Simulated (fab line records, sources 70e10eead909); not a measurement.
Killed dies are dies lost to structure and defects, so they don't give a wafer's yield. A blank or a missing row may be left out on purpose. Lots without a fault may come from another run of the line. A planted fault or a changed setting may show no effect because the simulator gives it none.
fab line records | flow nand_harc
record lots=11 wafers=33 last_day=23
route steps=1159 shown A_SLIT@781 A_WL_FILL@815 END@1159
lots that met no fault: from a run of the same line without faults
start_h: hours from the record's first day to the start of the lot's first wafer shown | wait_h: hours since the lot's step before | " the same as in the row above | L1.1+2: a row that stands for several wafers | - no value, or no start given | * or withheld: withheld | < > ~ a bound
route shown NAME@n: a module of which the file shows steps, and the number in the route of the first | usual: mean/standard deviation of fault-free wafers | same: alike in all rows | chamber/n: place in a boat | sites: the reading at each site | _std_site: their standard deviation | _edge_site: outer sites' mean less inner sites' | radius_mm: how far each site lies from the wafer's centre | mask NAME#n: copy n | behind: the tool/chamber that last shaped the wafer | hold: why the lot was held/for how many hours/how that ended | device: the transistor (n, p or np) that didn't switch | end of line: the same wafers' tests at the end of the route | a step without rows: its recipe alone | killed: dies lost to structure and defects at the first sort, not the wafer's yield | map: a wafer's dies, x killed, . not, _ none there
set.NAME: the setting as run; set.NAME@STEP: as run at that earlier step | model.NAME: the simulator's own value behind a step, which no gauge read
steps of the route over a sample of lots; a table a step, a row a wafer
services: from which hour (start_h, from the record's first day; less than 0 if before it) a tool's chamber was out of use, for how many hours, and why
## steps
# step NHARC_A_SLIT_DEP_23
# recipe target_thk_a=1000 target_thk_nm=100 temp_c=400 pressure_torr=3.5 flow_sccm=200 rf_w=350 material=SiON
# usual heater_power_w=784/110 rf_fwd_power_W=348.2/1.2
# columns lot.wafer tool chamber start_h wait_h heater_power_w rf_fwd_power_W
L677.3 pecvd-01 2 320.56 1.0 756 350.4
L677.4 " 2 " " 771 348.3
L677.5 " 0 " " 810 348.8
L678.2 pecvd-02 0 320.66 1.4 871 348.4
L678.5 " 2 " " 887 349.4
L678.4 " 1 " " 722 347.8
L681.3 pecvd-04 2 341.63 1.0 693 349.1
L681.1 " 0 " " 700 346.4
L681.4 " 2 " " 706 347.0
L685.1 pecvd-01 1 371.85 1.7 890 347.7
L685.2 " 2 " " 719 348.4
L685.6 " 2 " " 736 348.1
L686.3 pecvd-01 0 372.67 1.1 759 349.4
L686.5 " 2 " " 745 349.6
L686.4 " 0 " " 773 350.2
L691.1 pecvd-04 0 391.90 1.6 720 346.4
L691.3 " 2 " " 663 348.2
L691.6 " 0 " " 720 344.6
L692.3 pecvd-02 0 401.45 1.0 860 349.7
L692.5 " 2 " " 895 346.1
L692.6 " 0 " " 889 350.2
L694.3 pecvd-01 0 415.48 1.0 813 349.4
L694.4 " 0 " " 814 350.7
L694.5 " 1 " " 988 349.4
L693.1 pecvd-02 1 415.63 1.7 646 348.2
L693.4 " 2 " " 814 348.3
L693.5 " 0 " " 871 346.4
L696.1 pecvd-02 1 429.37 1.7 637 347.2
L696.3 " 0 " " 939 349.7
L696.5 " 1 " " 642 348.5
L695.3 pecvd-04 2 429.52 1.1 659 347.8
L695.6 " 1 " " 597 347.8
L695.5 " 0 " " 706 348.4
# step NHARC_A_SLIT_ETCH_26
# recipe bias_v=400 source_w=2000 pressure_mtorr=25 time_s=90 ar_flow_sccm=375 c4f8_flow_sccm=41.7 o2_flow_sccm=83.3 target_depth_a=4000 chemistry=C4F8/O2/Ar
# usual c4f8_flow_sccm=41.68/0.12 drypump_motor_current_A=5.8/0.52 rf_fwd_power_W=1988/5.7 showerhead_plenum_p_Torr=3.73/0.066 throttle_valve_pct=27.620/0.0086
# same time_s=90
# columns lot.wafer tool chamber start_h wait_h c4f8_flow_sccm drypump_motor_current_A rf_fwd_power_W rf_hours_counter_h showerhead_plenum_p_Torr throttle_valve_pct
L677.3 har_etch-02 1 326.01 0.8 42.00 6.6 1983 - 3.65 27.621
L677.4 " 0 " " 41.73 5.7 1984 - 3.74 27.608
L677.5 " 1 " " 41.82 6.6 1986 - 3.65 27.626
L678.2 har_etch-02 1 327.65 1.0 41.62 6.6 1988 172 3.65 27.622
L678.4 " 1 " " 41.65 6.6 1989 - 3.65 27.613
L678.5 " 0 " " 41.60 5.7 1980 - 3.73 27.611
L681.1 har_etch-02 0 344.83 1.0 41.70 5.7 1994 182 3.73 27.615
L681.3 " 1 " " 41.75 6.6 1984 - 3.65 27.626
L681.4 " 0 " " 41.73 5.7 1990 - 3.73 27.596
L685.2 har_etch-01 1 374.85 1.3 41.64 5.2 1986 19 3.76 27.601
L685.1 " 0 " " 41.69 5.7 1995 19 3.82 27.630
L685.6 " 1 " " 41.67 5.1 1995 - 3.76 27.620
L686.3 har_etch-02 0 377.66 0.8 41.57 5.7 1980 - 3.72 27.624
L686.4 " 1 " " 41.81 6.6 1989 - 3.64 27.630
L686.5 " 0 " " 41.74 5.7 1991 - 3.72 27.614
L691.1 har_etch-01 0 396.07 1.2 41.81 5.7 1987 38 3.81 27.627
L691.3 " 0 " " 41.66 5.7 1990 - 3.81 27.628
L691.6 " 1 " " 41.61 5.2 1986 - 3.75 27.634
L692.3 har_etch-02 1 404.76 0.8 41.84 6.6 1990 - 3.63 27.622
L692.6 " 1 " " 41.62 6.6 1993 - 3.63 27.600
L692.5 " 0 " " 41.73 5.7 1993 - 3.71 27.622
L694.4 har_etch-01 1 418.64 0.8 41.79 5.1 1987 - 3.74 27.612
L694.3 " 0 " " 41.78 5.7 1996 - 3.81 27.630
L694.5 " 0 " " 41.53 5.8 1990 - 3.81 27.611
L693.1 har_etch-02 0 419.50 1.2 41.80 5.7 1994 219 3.71 27.622
L693.4 " 1 " " 41.51 6.6 1992 - 3.63 27.630
L693.5 " 0 " " 41.76 5.7 1986 - 3.71 27.619
L696.1 har_etch-01 0 432.38 1.0 41.62 5.7 1991 49 3.81 27.641
L696.3 " 1 " " 41.58 5.1 1978 - 3.74 27.630
L696.5 " 1 " " 41.54 5.1 1986 - 3.74 27.621
L695.3 har_etch-02 0 432.70 0.6 41.76 5.7 1992 - 3.71 27.622
L695.5 " 1 " " 41.67 6.6 1985 - 3.62 27.603
L695.6 " 0 " " 41.70 5.7 2002 - 3.71 27.615
# step NHARC_A_WL_FILL_ETCHBACK_05
# recipe target_depth_a=220 time_s=60 temp_c=40 chemistry=Cl2/BCl3
# usual drypump_motor_current_A=6.2/0.32 oes_product_au=1.002/0.0089
# same time_s=60
# columns lot.wafer tool chamber start_h wait_h drypump_motor_current_A oes_product_au rf_hours_counter_h
L677.4 rie_metal-02 0 339.39 0.1 5.8 0.999 -
L677.3 " 1 " " 6.4 1.007 -
L677.5 " 1 " " 6.4 0.986 -
L678.2 rie_metal-01 0 342.18 0.2 6.6 0.990 0.1
L678.4 " 0 " " 6.5 0.992 -
L678.5 " 0 " " 6.6 1.005 -
L681.1 rie_metal-02 0 358.28 0.2 5.8 1.004 3.6
L681.3 " 1 " " 6.4 1.006 -
L681.4 " 0 " " 5.8 1.001 -
L685.1 rie_metal-03 1 393.52 0.2 5.9 1.015 3.2
L685.2 " 0 " " 5.8 1.002 3.4
L685.6 " 0 " " 5.8 1.015 -
L686.4 rie_metal-01 0 396.31 0.2 6.6 0.999 -
L686.3 " 1 " " 6.4 0.989 -
L686.5 " 0 " " 6.6 0.998 -
L691.1 rie_metal-03 0 410.63 0.2 5.8 1.018 4.1
L691.3 " 1 " " 5.9 1.008 -
L691.6 " 0 " " 5.8 1.002 -
L692.3 rie_metal-03 0 423.16 0.2 5.8 1.003 -
L692.5 " 1 " " 6.0 1.008 -
L692.6 " 0 " " 5.8 1.008 -
L694.4 rie_metal-01 0 433.75 0.1 6.6 0.998 -
L694.3 " 1 " " 6.4 0.998 -
L694.5 " 0 " " 6.6 1.002 -
L693.1 rie_metal-01 1 436.59 0.2 6.4 0.987 3.7
L693.4 " 1 " " 6.4 0.989 -
L693.5 " 0 " " 6.6 1.009 -
L696.1 rie_metal-01 0 447.45 0.2 6.6 0.998 4.1
L696.3 " 0 " " 6.6 0.998 -
L696.5 " 0 " " 6.6 1.004 -
L695.3 rie_metal-03 1 447.66 0.1 6.0 1.011 -
L695.6 " 0 " " 5.8 1.018 -
L695.5 " 1 " " 5.9 1.002 -
# step NHARC_A_WL_FILL_CVD_20
# recipe target_thk_a=750 temp_c=300 pressure_torr=40 wf6_flow_sccm=40 h2_flow_sccm=1600 ar_flow_sccm=1560 time_s=5064 material=W
# usual chamber_pressure_Torr=39.99/0.092 heater_power_outer_w=285/29 heater_power_w=481/49 throttle_valve_pct=8.0/0.36 time_s=5064/0
# columns lot.wafer tool chamber start_h wait_h chamber_pressure_Torr heater_power_outer_w heater_power_w throttle_valve_pct time_s
L678.2 cvd_w-02 1 355.59 - 39.97 246 421 8.2 5064
L678.4 " 0 357.76 - 39.90 342 547 7.8 5064
L678.5 " 1 " " 40.07 239 423 8.3 5064
L677.3 cvd_w-01 1 358.97 - 40.09 296 515 8.1 5064
L677.4 " 0 " " 40.01 258 423 7.8 5064
L677.5 " 0 361.10 - 40.19 258 417 7.9 5064
L681.1 cvd_w-01 0 380.45 - 40.24 260 421 7.7 5064
L681.3 " 0 381.87 - 40.05 261 431 7.8 5064
L681.4 " 1 " " 40.08 311 507 8.4 5064
L685.2 cvd_w-01 0 409.90 - 39.92 252 429 7.4 5064
L685.1 " 1 " " 39.94 311 518 8.2 5064
L685.6 " 0 412.77 - 39.93 261 420 7.7 5064
L686.3 cvd_w-02 1 413.46 - 40.04 253 458 8.0 5064
L686.4 " 1 414.91 - 40.09 255 444 8.2 5064
L686.5 " 1 416.36 - 39.95 261 452 8.3 5064
L691.1 cvd_w-02 0 425.53 - 39.83 322 548 7.5 5064
L691.3 " 1 " " 40.09 261 440 8.2 5064
L691.6 " 1 427.66 - 39.98 258 446 8.1 5064
L692.3 cvd_w-02 1 441.18 - 39.98 253 463 8.2 5064
L692.6 " 0 " " 39.92 331 526 7.3 5064
L692.5 " 1 " " 40.03 265 450 8.2 5064
L693.1 cvd_w-02 0 450.35 - - - - - -
L693.4 " 1 " " - - - - -
L693.5 " 0 453.26 - - - - - -
L694.3 cvd_w-01 1 451.02 - - - - - -
L694.4 " 0 " " - - - - -
L694.5 " 0 453.13 - - - - - -
L696.1 cvd_w-01 1 463.46 - - - - - -
L696.3 " 0 465.60 - - - - - -
L696.5 " 1 " " - - - - -
L695.3 cvd_w-02 0 465.32 - 39.93 333 530 7.7 5064
L695.5 " 0 466.75 - 39.95 320 542 7.7 5064
L695.6 " 1 " " 40.12 256 449 8.3 5064
# step NHARC_A_WL_FILL_CMP_12
# recipe t_overpolish_s=30 target_thk_nm=75
# usual edge_zone_pressure_frac=1.001/0.0049 motor_current_A=11.9/1.2 overpolish_run_s=29.999/0.0089 slurry_filter_dp_kPa=13.50/0.14 time_to_endpoint_s=14.5/2.2
# columns lot.wafer tool chamber start_h wait_h edge_zone_pressure_frac motor_current_A overpolish_run_s slurry_filter_dp_kPa time_to_endpoint_s
L678.4 cmp-01 2 360.67 2.2 0.999 12.5 30.003 13.44 13.1
L678.2 " 1 " " 0.991 9.8 30.012 13.60 17.8
L678.5 " 3 " " 0.998 12.4 30.005 13.54 12.7
L677.3 cmp-01 3 362.58 2.9 1.001 13.0 30.001 13.53 14.5
L677.4 " 0 " " 0.999 10.8 29.991 13.45 15.9
L677.5 " 3 " " 0.999 12.1 30.000 13.56 15.0
L681.1 cmp-01 3 385.44 4.3 1.008 12.6 29.984 13.58 12.9
L681.4 " 0 " " 0.999 11.6 30.004 13.68 14.3
L681.3 " 2 " " 1.009 12.2 29.991 13.42 12.2
L685.2 cmp-01 1 414.97 4.4 0.999 9.9 30.012 13.59 13.6
L685.1 " 3 " " 1.004 12.6 30.008 13.40 14.0
L685.6 " 0 " " 1.000 11.3 29.991 13.44 11.7
L686.3 cmp-02 2 420.03 5.1 1.007 12.1 29.984 13.65 13.5
L686.4 " 0 " " 0.999 13.1 29.990 13.64 12.2
L686.5 " 1 " " 0.996 12.5 29.994 13.71 13.1
L691.1 cmp-04 1 429.84 3.6 1.000 10.6 29.997 13.46 17.3
L691.3 " 2 " " 0.994 11.8 29.997 13.81 14.0
L691.6 " 0 " " 0.997 14.2 30.016 13.58 17.7
L692.3 cmp-01 0 444.12 2.2 0.995 11.5 29.990 13.58 18.8
L692.5 " 2 " " 1.001 13.1 30.002 13.64 15.4
L692.6 " 3 " " 1.007 12.5 29.981 13.34 19.4
L694.4 cmp-01 2 454.57 2.1 1.000 12.9 29.987 13.25 0.0
L694.3 " 1 " " 0.996 9.0 30.014 13.51 0.0
L694.5 " 2 " " 0.999 12.3 29.998 13.67 0.0
L693.4 cmp-01 0 454.77 3.0 1.001 11.8 29.991 13.75 0.0
L693.1 " 2 " " 1.002 12.7 29.988 13.62 0.0
L693.5 " 3 " " 1.004 13.5 29.989 13.53 0.0
L696.1 cmp-04 3 468.48 4.3 0.990 11.3 30.007 13.70 0.2
L696.3 " 0 " " 0.992 14.3 30.006 13.40 0.0
L696.5 " 0 " " 0.997 14.9 30.006 13.56 0.0
L695.3 cmp-01 0 469.00 3.0 1.000 11.6 29.997 13.54 15.2
L695.6 " 1 " " 0.995 9.4 29.996 13.31 14.1
L695.5 " 2 " " 0.996 12.2 30.000 13.37 13.8
# step NHARC_END_SORT_01
# recipe temp_c=25
# usual killed_at_array=28/11 killed_at_other=0.7/1.1 killed_at_periphery=2.9/2 killed_dies=32/11 killed_open=3.2/1.8 killed_short=2.0/1.4
# same gross_dies=677
# columns lot.wafer tool chamber start_h wait_h killed_at_array killed_at_other killed_at_periphery killed_dies killed_open killed_short
L693.1 prober-02 0 534.01 2.5 674 0 3 677 2 4
L693.4 prober-02 0 536.43 3.4 672 2 3 677 3 2
L693.5 prober-02 0 537.24 3.7 672 2 3 677 3 1
L694.3 prober-01 0 535.62 3.1 674 0 3 677 1 1
L694.4 prober-01 0 536.41 3.4 674 0 3 677 1 4
L694.5 prober-01 0 537.21 3.7 673 1 3 677 5 1
L696.1 prober-01 0 547.89 2.5 674 0 3 677 2 1
L696.3 prober-01 0 549.49 3.1 675 2 0 677 1 5
L696.5 prober-01 0 551.09 3.7 672 0 5 677 6 1
# killed by level:class
L693.1 A_WL_FILL:area_cvd=643 A_SLIT:chamber_film_flake=11 A_STAIRCASE:chamber_film_flake=7 A_CONTACT:chamber_film_flake=5 A_CHANNEL_HOLE_D1:chamber_film_flake=3 P_ZERO_WELL:chamber_film_flake=2 P_ZERO_WELL:geometric_particle:open=1 A_ONON_D1:geometric_particle:short=1
L694.3 A_WL_FILL:area_cvd=650 A_CHANNEL_HOLE_D1:chamber_film_flake=14 A_SGD_CUT:chamber_film_flake=4 A_STAIRCASE:chamber_film_flake=2 A_STAIRCASE:geometric_particle:short=1 A_M0:geometric_particle:open=1 P_ZERO_WELL:chamber_film_flake=1 P_STI:chamber_film_flake=1
L694.4 A_WL_FILL:area_cvd=651 A_CHANNEL_HOLE_D1:chamber_film_flake=14 A_SGD_CUT:chamber_film_flake=3 A_ONON_D1:geometric_particle:short=2 P_STI:chamber_film_flake=2 A_STAIRCASE:chamber_film_flake=2 P_GATE:geometric_particle:open=1 A_CHANNEL_FILL_D1:geometric_particle:short=1
L693.4 A_WL_FILL:area_cvd=643 A_SLIT:chamber_film_flake=16 A_CONTACT:geometric_particle:open=3 A_CONTACT:chamber_film_flake=3 P_ZERO_WELL:chamber_film_flake=2 A_CHANNEL_HOLE_D1:chamber_film_flake=2 A_STAIRCASE:chamber_film_flake=2 THIN_TSV:chamber_film_flake=2
L694.5 A_WL_FILL:area_cvd=632 A_CHANNEL_HOLE_D1:chamber_film_flake=23 A_STAIRCASE:chamber_film_flake=6 A_WL_FILL:chamber_film_flake=3 A_CONTACT:chamber_film_flake=2 P_GATE:geometric_particle:open=1 P_CONTACT:geometric_particle:open=1 A_CHANNEL_HOLE_D1:geometric_particle:open=1
L693.5 A_WL_FILL:area_cvd=642 A_SLIT:chamber_film_flake=13 A_STAIRCASE:chamber_film_flake=7 A_CONTACT:chamber_film_flake=5 P_ZERO_WELL:chamber_film_flake=3 A_CHANNEL_HOLE_D1:chamber_film_flake=2 A_CHANNEL_FILL_D1:geometric_particle:open=1 A_CONTACT:geometric_particle:short=1
L696.1 A_WL_FILL:area_cvd=662 A_CHANNEL_HOLE_D1:chamber_film_flake=4 A_STAIRCASE:chamber_film_flake=3 A_CONTACT:chamber_film_flake=2 P_M0:geometric_particle:open=1 A_WL_FILL:geometric_particle:short=1 A_CONTACT:geometric_particle:open=1 P_ZERO_WELL:chamber_film_flake=1
L696.3 A_WL_FILL:area_cvd=658 A_WL_FILL:chamber_film_flake=4 A_CHANNEL_HOLE_D1:chamber_film_flake=2 A_CONTACT:chamber_film_flake=2 THIN_TSV:chamber_film_flake=2 A_SOURCE_PLATE:geometric_particle:open=1 A_ONON_D1:geometric_particle:short=1 A_CHANNEL_HOLE_D1:geometric_particle:short=1
L696.5 A_WL_FILL:area_cvd=652 A_CHANNEL_HOLE_D1:chamber_film_flake=5 A_WL_FILL:chamber_film_flake=4 A_M0:chamber_film_flake=4 A_SOURCE_PLATE:geometric_particle:open=3 P_GATE:chamber_film_flake=2 A_CONTACT:chamber_film_flake=2 P_CONTACT:geometric_particle:open=1
## services
# columns tool chamber start_h hours kind
cvd_w-01 - 297.27 13.0 pm
har_etch-01 - 305.00 17.0 pm
cmp-04 - 309.49 4.0 pm
cmp-02 - 316.36 1.3 repair
cmp-02 - 324.56 4.0 pm
rie_metal-01 - 332.00 9.0 pm
pecvd-02 - 334.00 13.0 pm
rie_metal-03 1 348.08 4.5 repair
cmp-02 - 358.85 3.0 repair
cmp-04 - 364.01 3.6 repair
cmp-01 - 375.50 4.0 pm
pecvd-04 - 376.32 13.0 pm
cvd_w-02 - 377.15 13.0 pm
rie_metal-02 - 388.07 9.0 pm
cmp-04 - 407.49 4.0 pm
cvd_w-02 0 408.94 4.0 repair
pecvd-01 - 418.00 13.0 pm
cmp-01 - 422.37 7.6 repair
cmp-02 - 422.56 4.0 pm
rie_metal-01 1 450.03 1.6 repair
rie_metal-03 - 453.00 9.0 pm
cmp-01 - 455.11 1.2 repair
pecvd-01 1 457.64 9.6 repair
rie_metal-02 0 462.85 13.4 repair
## key
first_sign step=NHARC_A_WL_FILL_CVD_20 reading=tool_record direction=missing
effect step=NHARC_A_WL_FILL_CMP_12 reading=time_to_endpoint_s direction=down sigmas=6.7 usual=* struck=*
effect step=NHARC_END_SORT_01 reading=killed_at_array direction=up sigmas=59 usual=28 struck=673
more_kills_born_at NHARC_A_WL_FILL_CVD_20@cvd_w-01=3905 NHARC_A_WL_FILL_CVD_20@cvd_w-02=1928
met_at NHARC_A_WL_FILL_CVD_20
struck_lots L693,L694,L696
later_rows_left_out L693.1,L693.4,L693.5,L694.3,L694.4,L694.5,L696.1,L696.3,L696.5
tester_left_out L693,L694,L696
not_acting_at NHARC_A_SLIT_DEP_23,NHARC_A_SLIT_ETCH_26,NHARC_A_WL_FILL_ETCHBACK_05
onset_between 441.18 450.35
fault kind=skipped_step_whole tool=cvd_w-01,cvd_w-02 chamber=- onset_h=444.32 steps=NHARC_A_WL_FILL_CVD_20 scope=struck_lots_only
# tester_left_out: of these lots the tester's yield and bins aren't shown, on N5 and GAA mostly nor the transistor test; their killed dies are dies lost to structure and defects alone, not to doping, threshold or leakage, so they don't give the yield
# later_rows_left_out: the simulator's readings of these wafers behind a module that went badly wrong aren't trusted and aren't shown, but for the sort
